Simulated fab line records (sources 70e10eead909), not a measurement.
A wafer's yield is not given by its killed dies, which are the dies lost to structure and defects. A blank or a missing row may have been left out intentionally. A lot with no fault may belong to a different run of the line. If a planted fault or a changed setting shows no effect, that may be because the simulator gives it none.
Which tool was responsible? / flow nandHarc / 24 lots with 72 wafers sampled at 4 steps, on a route of 1159 steps

## WHAT THE GAUGES SHOWED, per wafer
NHARC_A_CONTACT_CD_MEAS_53. Usual: cdNm at 189.7 nm, with a standard deviation of 0.87.
lot=L078; measured=day 16 18:46; on=cdSem-02; cdNm (nm)=189.5 188.7 189.2; flag=
lot=L079; measured=day 16 22:51; on=cdSem-03; cdNm (nm)=190.0 189.0 190.0; flag=
lot=L076; measured=day 16 23:43; on=cdSem-03; cdNm (nm)=190.6 191.2 190.4; flag=
lot=L075; measured=day 17 01:35; on=cdSem-03; cdNm (nm)=189.5 189.5 188.7; flag=
lot=L074; measured=day 17 05:45; on=cdSem-01; cdNm (nm)=188.6 189.9 189.3; flag=
lot=L077; measured=day 17 06:07; on=cdSem-03; cdNm (nm)=189.2 189.9 188.9; flag=
lot=L080; measured=day 17 20:44; on=cdSem-01; cdNm (nm)=189.3 190.0 189.6; flag=
lot=L083; measured=day 18 06:45; on=cdSem-02; cdNm (nm)=188.2 188.5 187.9; flag=
lot=L082; measured=day 18 14:07; on=cdSem-03; cdNm (nm)=189.7 190.5 189.9; flag=
lot=L084; measured=day 18 19:37; on=cdSem-02; cdNm (nm)=188.7 188.6 188.9; flag=
lot=L081; measured=day 18 21:02; on=cdSem-01; cdNm (nm)=190.8 190.9 190.4; flag=
lot=L085; measured=day 19 05:10; on=cdSem-01; cdNm (nm)=188.9 188.8 189.1; flag=
lot=L089; measured=day 19 06:02; on=cdSem-01; cdNm (nm)=188.6 187.9 188.2; flag=
lot=L087; measured=day 19 22:01; on=cdSem-03; cdNm (nm)=190.2 190.3 189.1; flag=
lot=L086; measured=day 19 22:31; on=cdSem-02; cdNm (nm)=190.7 189.7 190.0; flag=
lot=L088; measured=day 20 08:19; on=cdSem-02; cdNm (nm)=188.9 188.9 188.6; flag=
lot=L090; measured=day 20 09:34; on=cdSem-02; cdNm (nm)=189.8 190.3 190.1; flag=
lot=L091; measured=day 20 15:22; on=cdSem-03; cdNm (nm)=190.1 188.9 190.1; flag=
lot=L092; measured=day 20 16:23; on=cdSem-02; cdNm (nm)=189.7 191.0 190.7; flag=
lot=L094; measured=day 21 01:32; on=cdSem-01; cdNm (nm)=189.0 189.1 189.1; flag=
lot=L093; measured=day 21 02:05; on=cdSem-02; cdNm (nm)=190.9 191.1 191.5; flag=
lot=L097; measured=day 21 20:56; on=cdSem-02; cdNm (nm)=190.2 190.5 190.4; flag=
lot=L095; measured=day 21 21:43; on=cdSem-02; cdNm (nm)=190.0 190.2 189.7; flag=
lot=L096; measured=day 22 02:06; on=cdSem-03; cdNm (nm)=189.8 189.4 189.4; flag=

## EACH LOT AND THE TOOL THAT RAN IT (in order: tool; ch and the chambers of the sampled wafers; start)
lot=L078; NHARC_A_CONTACT_DEP_29=pecvd-02 ch 0,1,2, day 16 14:07; NHARC_A_CONTACT_ETCH_117=harCapEtch-01 ch 0,1, day 16 17:25; NHARC_A_CONTACT_ETCH_122=harCapEtch-01 ch 0,1, day 16 17:52
lot=L079; NHARC_A_CONTACT_DEP_29=pecvd-01 ch 0,1, day 16 18:40; NHARC_A_CONTACT_ETCH_117=harCapEtch-01 ch 0,1, day 16 21:30; NHARC_A_CONTACT_ETCH_122=harCapEtch-01 ch 0,1, day 16 21:58
lot=L076; NHARC_A_CONTACT_DEP_29=pecvd-02 ch 0,1, day 16 19:17; NHARC_A_CONTACT_ETCH_117=harCapEtch-03 ch 0,1, day 16 22:18; NHARC_A_CONTACT_ETCH_122=harCapEtch-03 ch 0,1, day 16 22:46
lot=L075; NHARC_A_CONTACT_DEP_29=pecvd-01 ch 0,1, day 16 21:10; NHARC_A_CONTACT_ETCH_117=harCapEtch-01 ch 0,1, day 17 00:14; NHARC_A_CONTACT_ETCH_122=harCapEtch-01 ch 0,1, day 17 00:42
lot=L074; NHARC_A_CONTACT_DEP_29=pecvd-01 ch 0,2, day 17 01:14; NHARC_A_CONTACT_ETCH_117=harCapEtch-03 ch 0,1, day 17 04:08; NHARC_A_CONTACT_ETCH_122=harCapEtch-03 ch 0,1, day 17 04:36
lot=L077; NHARC_A_CONTACT_DEP_29=pecvd-01 ch 1,2, day 17 01:25; NHARC_A_CONTACT_ETCH_117=harCapEtch-01 ch 0,1, day 17 04:38; NHARC_A_CONTACT_ETCH_122=harCapEtch-01 ch 0,1, day 17 05:05
lot=L080; NHARC_A_CONTACT_DEP_29=pecvd-02 ch 0,1, day 17 16:24; NHARC_A_CONTACT_ETCH_117=harCapEtch-01 ch 0,1, day 17 19:20; NHARC_A_CONTACT_ETCH_122=harCapEtch-01 ch 0,1, day 17 19:47
lot=L083; NHARC_A_CONTACT_DEP_29=pecvd-02 ch 0,1, day 18 02:29; NHARC_A_CONTACT_ETCH_117=harCapEtch-03 ch 0,1, day 18 05:22; NHARC_A_CONTACT_ETCH_122=harCapEtch-03 ch 0,1, day 18 05:49
lot=L082; NHARC_A_CONTACT_DEP_29=pecvd-01 ch 0,2, day 18 09:56; NHARC_A_CONTACT_ETCH_117=harCapEtch-01 ch 0,1, day 18 12:45; NHARC_A_CONTACT_ETCH_122=harCapEtch-01 ch 0,1, day 18 13:12
lot=L084; NHARC_A_CONTACT_DEP_29=pecvd-02 ch 1,2, day 18 15:33; NHARC_A_CONTACT_ETCH_117=harCapEtch-02 ch 0,1, day 18 18:16; NHARC_A_CONTACT_ETCH_122=harCapEtch-02 ch 0,1, day 18 18:43
lot=L081; NHARC_A_CONTACT_DEP_29=pecvd-02 ch 0,2, day 18 16:29; NHARC_A_CONTACT_ETCH_117=harCapEtch-01 ch 0,1, day 18 19:40; NHARC_A_CONTACT_ETCH_122=harCapEtch-01 ch 0,1, day 18 20:07
lot=L085; NHARC_A_CONTACT_DEP_29=pecvd-02 ch 0,1,2, day 19 00:58; NHARC_A_CONTACT_ETCH_117=harCapEtch-01 ch 0,1, day 19 03:48; NHARC_A_CONTACT_ETCH_122=harCapEtch-01 ch 0,1, day 19 04:15
lot=L089; NHARC_A_CONTACT_DEP_29=pecvd-01 ch 0,1,2, day 19 01:57; NHARC_A_CONTACT_ETCH_117=harCapEtch-02 ch 0,1, day 19 04:41; NHARC_A_CONTACT_ETCH_122=harCapEtch-02 ch 0,1, day 19 05:08
lot=L087; NHARC_A_CONTACT_DEP_29=pecvd-01 ch 0,1,2, day 19 16:22; NHARC_A_CONTACT_ETCH_117=harCapEtch-03 ch 0,1, day 19 20:38; NHARC_A_CONTACT_ETCH_122=harCapEtch-03 ch 0,1, day 19 21:05
lot=L086; NHARC_A_CONTACT_DEP_29=pecvd-02 ch 0,1, day 19 17:24; NHARC_A_CONTACT_ETCH_117=harCapEtch-01 ch 0,1, day 19 21:05; NHARC_A_CONTACT_ETCH_122=harCapEtch-01 ch 0,1, day 19 21:32
lot=L088; NHARC_A_CONTACT_DEP_29=pecvd-04 ch 0,1, day 20 04:03; NHARC_A_CONTACT_ETCH_117=harCapEtch-01 ch 0,1, day 20 06:58; NHARC_A_CONTACT_ETCH_122=harCapEtch-01 ch 0,1, day 20 07:25
lot=L090; NHARC_A_CONTACT_DEP_29=pecvd-04 ch 0,1, day 20 04:41; NHARC_A_CONTACT_ETCH_117=harCapEtch-02 ch 0,1, day 20 08:13; NHARC_A_CONTACT_ETCH_122=harCapEtch-02 ch 0,1, day 20 08:40
lot=L091; NHARC_A_CONTACT_DEP_29=pecvd-04 ch 0,1,2, day 20 10:51; NHARC_A_CONTACT_ETCH_117=harCapEtch-01 ch 0,1, day 20 13:55; NHARC_A_CONTACT_ETCH_122=harCapEtch-01 ch 0,1, day 20 14:22
lot=L092; NHARC_A_CONTACT_DEP_29=pecvd-04 ch 0,1,2, day 20 12:07; NHARC_A_CONTACT_ETCH_117=harCapEtch-02 ch 0,1, day 20 14:47; NHARC_A_CONTACT_ETCH_122=harCapEtch-02 ch 0,1, day 20 15:14
lot=L094; NHARC_A_CONTACT_DEP_29=pecvd-01 ch 0,2, day 20 21:22; NHARC_A_CONTACT_ETCH_117=harCapEtch-02 ch 0,1, day 21 00:10; NHARC_A_CONTACT_ETCH_122=harCapEtch-02 ch 0,1, day 21 00:37
lot=L093; NHARC_A_CONTACT_DEP_29=pecvd-01 ch 0,1,2, day 20 21:46; NHARC_A_CONTACT_ETCH_117=harCapEtch-03 ch 0,1, day 21 00:43; NHARC_A_CONTACT_ETCH_122=harCapEtch-03 ch 0,1, day 21 01:10
lot=L097; NHARC_A_CONTACT_DEP_29=pecvd-02 ch 0,1, day 21 16:23; NHARC_A_CONTACT_ETCH_117=harCapEtch-01 ch 0, day 21 19:17; NHARC_A_CONTACT_ETCH_122=harCapEtch-01 ch 0, day 21 19:44
lot=L095; NHARC_A_CONTACT_DEP_29=pecvd-01 ch 0,1,2, day 21 17:00; NHARC_A_CONTACT_ETCH_117=harCapEtch-03 ch 0,1, day 21 20:16; NHARC_A_CONTACT_ETCH_122=harCapEtch-03 ch 0,1, day 21 20:43
lot=L096; NHARC_A_CONTACT_DEP_29=pecvd-02 ch 1,2, day 21 21:16; NHARC_A_CONTACT_ETCH_117=harCapEtch-02 ch 0,1, day 22 00:29; NHARC_A_CONTACT_ETCH_122=harCapEtch-02 ch 0,1, day 22 00:57
- NHARC_A_CONTACT_DEP_29: deposits SiON, target thk 70 nm.
- NHARC_A_CONTACT_ETCH_117: etches the open film in C4F8/O2/Ar, time 94 s, target depth 922 nm.
- NHARC_A_CONTACT_ETCH_122: etches the open film in C4F8/O2/Ar, time 95 s, target depth 930 nm.

## WHAT THE TOOLS THEMSELVES READ (means of the sampled wafers that have a number; where no wafer has one, the mark that the record gives instead)
NHARC_A_CONTACT_DEP_29. Usual: heaterPowerW 711 W, standard deviation 110; rfFwdPowerW 348.4 W, standard deviation 1.1; showerheadVppV 1144 V, standard deviation 49.
lot=L078; tool=pecvd-02; heaterPowerW (W)=675; rfFwdPowerW (W)=347.8; showerheadVppV (V)=1149; flag=
lot=L079; tool=pecvd-01; heaterPowerW (W)=877; rfFwdPowerW (W)=348.2; showerheadVppV (V)=1168; flag=
lot=L076; tool=pecvd-02; heaterPowerW (W)=693; rfFwdPowerW (W)=348.4; showerheadVppV (V)=1113; flag=
lot=L075; tool=pecvd-01; heaterPowerW (W)=823; rfFwdPowerW (W)=348.1; showerheadVppV (V)=1178; flag=
lot=L074; tool=pecvd-01; heaterPowerW (W)=642; rfFwdPowerW (W)=347.4; showerheadVppV (V)=1106; flag=
lot=L077; tool=pecvd-01; heaterPowerW (W)=688; rfFwdPowerW (W)=348.5; showerheadVppV (V)=1125; flag=
lot=L080; tool=pecvd-02; heaterPowerW (W)=736; rfFwdPowerW (W)=348.9; showerheadVppV (V)=1108; flag=
lot=L083; tool=pecvd-02; heaterPowerW (W)=675; rfFwdPowerW (W)=349.4; showerheadVppV (V)=1141; flag=
lot=L082; tool=pecvd-01; heaterPowerW (W)=665; rfFwdPowerW (W)=348.8; showerheadVppV (V)=1104; flag=
lot=L084; tool=pecvd-02; heaterPowerW (W)=573; rfFwdPowerW (W)=349.1; showerheadVppV (V)=1187; flag=
lot=L081; tool=pecvd-02; heaterPowerW (W)=680; rfFwdPowerW (W)=347.7; showerheadVppV (V)=1156; flag=
lot=L085; tool=pecvd-02; heaterPowerW (W)=699; rfFwdPowerW (W)=348.7; showerheadVppV (V)=1151; flag=
lot=L089; tool=pecvd-01; heaterPowerW (W)=746; rfFwdPowerW (W)=348.3; showerheadVppV (V)=1133; flag=
lot=L087; tool=pecvd-01; heaterPowerW (W)=780; rfFwdPowerW (W)=348.3; showerheadVppV (V)=1142; flag=
lot=L086; tool=pecvd-02; heaterPowerW (W)=719; rfFwdPowerW (W)=349.5; showerheadVppV (V)=1114; flag=
lot=L088; tool=pecvd-04; heaterPowerW (W)=741; rfFwdPowerW (W)=348.4; showerheadVppV (V)=1121; flag=
lot=L090; tool=pecvd-04; heaterPowerW (W)=714; rfFwdPowerW (W)=347.8; showerheadVppV (V)=1109; flag=
lot=L091; tool=pecvd-04; heaterPowerW (W)=702; rfFwdPowerW (W)=349.1; showerheadVppV (V)=1144; flag=
lot=L092; tool=pecvd-04; heaterPowerW (W)=705; rfFwdPowerW (W)=347.3; showerheadVppV (V)=1152; flag=
lot=L094; tool=pecvd-01; heaterPowerW (W)=754; rfFwdPowerW (W)=347.0; showerheadVppV (V)=1126; flag=
lot=L093; tool=pecvd-01; heaterPowerW (W)=748; rfFwdPowerW (W)=348.3; showerheadVppV (V)=1130; flag=
lot=L097; tool=pecvd-02; heaterPowerW (W)=695; rfFwdPowerW (W)=347.8; showerheadVppV (V)=1152; flag=
lot=L095; tool=pecvd-01; heaterPowerW (W)=781; rfFwdPowerW (W)=347.8; showerheadVppV (V)=1150; flag=
lot=L096; tool=pecvd-02; heaterPowerW (W)=596; rfFwdPowerW (W)=347.4; showerheadVppV (V)=1191; flag=

NHARC_A_CONTACT_ETCH_117. Usual: oesAirLineAu at 0.996 a.u., with a standard deviation of 0.019.
lot=L078; tool=harCapEtch-01; oesAirLineAu (a.u.)=1.000; flag=
lot=L079; tool=harCapEtch-01; oesAirLineAu (a.u.)=0.973; flag=
lot=L076; tool=harCapEtch-03; oesAirLineAu (a.u.)=0.988; flag=
lot=L075; tool=harCapEtch-01; oesAirLineAu (a.u.)=0.980; flag=
lot=L074; tool=harCapEtch-03; oesAirLineAu (a.u.)=0.977; flag=
lot=L077; tool=harCapEtch-01; oesAirLineAu (a.u.)=1.002; flag=
lot=L080; tool=harCapEtch-01; oesAirLineAu (a.u.)=0.989; flag=
lot=L083; tool=harCapEtch-03; oesAirLineAu (a.u.)=1.026; flag=
lot=L082; tool=harCapEtch-01; oesAirLineAu (a.u.)=1.008; flag=
lot=L084; tool=harCapEtch-02; oesAirLineAu (a.u.)=0.995; flag=
lot=L081; tool=harCapEtch-01; oesAirLineAu (a.u.)=1.006; flag=
lot=L085; tool=harCapEtch-01; oesAirLineAu (a.u.)=0.985; flag=
lot=L089; tool=harCapEtch-02; oesAirLineAu (a.u.)=0.980; flag=
lot=L087; tool=harCapEtch-03; oesAirLineAu (a.u.)=1.002; flag=
lot=L086; tool=harCapEtch-01; oesAirLineAu (a.u.)=1.002; flag=
lot=L088; tool=harCapEtch-01; oesAirLineAu (a.u.)=1.008; flag=
lot=L090; tool=harCapEtch-02; oesAirLineAu (a.u.)=0.991; flag=
lot=L091; tool=harCapEtch-01; oesAirLineAu (a.u.)=0.987; flag=
lot=L092; tool=harCapEtch-02; oesAirLineAu (a.u.)=1.012; flag=
lot=L094; tool=harCapEtch-02; oesAirLineAu (a.u.)=1.007; flag=
lot=L093; tool=harCapEtch-03; oesAirLineAu (a.u.)=0.999; flag=
lot=L097; tool=harCapEtch-01; oesAirLineAu (a.u.)=0.994; flag=
lot=L095; tool=harCapEtch-03; oesAirLineAu (a.u.)=0.990; flag=
lot=L096; tool=harCapEtch-02; oesAirLineAu (a.u.)=0.998; flag=

NHARC_A_CONTACT_ETCH_122. Usual: oesAirLineAu at 1.003 a.u., with a standard deviation of 0.021.
lot=L078; tool=harCapEtch-01; oesAirLineAu (a.u.)=0.999; flag=
lot=L079; tool=harCapEtch-01; oesAirLineAu (a.u.)=0.997; flag=
lot=L076; tool=harCapEtch-03; oesAirLineAu (a.u.)=0.999; flag=
lot=L075; tool=harCapEtch-01; oesAirLineAu (a.u.)=1.003; flag=
lot=L074; tool=harCapEtch-03; oesAirLineAu (a.u.)=1.004; flag=
lot=L077; tool=harCapEtch-01; oesAirLineAu (a.u.)=1.015; flag=
lot=L080; tool=harCapEtch-01; oesAirLineAu (a.u.)=1.017; flag=
lot=L083; tool=harCapEtch-03; oesAirLineAu (a.u.)=1.005; flag=
lot=L082; tool=harCapEtch-01; oesAirLineAu (a.u.)=1.011; flag=
lot=L084; tool=harCapEtch-02; oesAirLineAu (a.u.)=0.998; flag=
lot=L081; tool=harCapEtch-01; oesAirLineAu (a.u.)=1.030; flag=
lot=L085; tool=harCapEtch-01; oesAirLineAu (a.u.)=0.994; flag=
lot=L089; tool=harCapEtch-02; oesAirLineAu (a.u.)=0.985; flag=
lot=L087; tool=harCapEtch-03; oesAirLineAu (a.u.)=0.998; flag=
lot=L086; tool=harCapEtch-01; oesAirLineAu (a.u.)=1.000; flag=
lot=L088; tool=harCapEtch-01; oesAirLineAu (a.u.)=1.021; flag=
lot=L090; tool=harCapEtch-02; oesAirLineAu (a.u.)=0.973; flag=
lot=L091; tool=harCapEtch-01; oesAirLineAu (a.u.)=1.018; flag=
lot=L092; tool=harCapEtch-02; oesAirLineAu (a.u.)=0.991; flag=
lot=L094; tool=harCapEtch-02; oesAirLineAu (a.u.)=1.006; flag=
lot=L093; tool=harCapEtch-03; oesAirLineAu (a.u.)=0.995; flag=
lot=L097; tool=harCapEtch-01; oesAirLineAu (a.u.)=0.992; flag=
lot=L095; tool=harCapEtch-03; oesAirLineAu (a.u.)=1.025; flag=
lot=L096; tool=harCapEtch-02; oesAirLineAu (a.u.)=1.016; flag=

## THE ANSWER, worked out from the rows above alone
Rule: take the mean of a lot's wafers that have a number; if it is more than 3 standard deviations from the usual mean, the lot is off. Also off: a lot with no number at a reading for which 4 or more lots have one. Where the step has rows for the other lots, those lots are counted as sound. The gauges are gone through in route order, then the tools' own readings, and for those a lot's mean is taken as printed above. At the first step where some lot is off, the reading lying furthest off is the one used; lots without a number count as furthest.
None of the lots is off at any reading shown; this tells nothing.

## WHAT THE SIMULATOR HAD INSERTED
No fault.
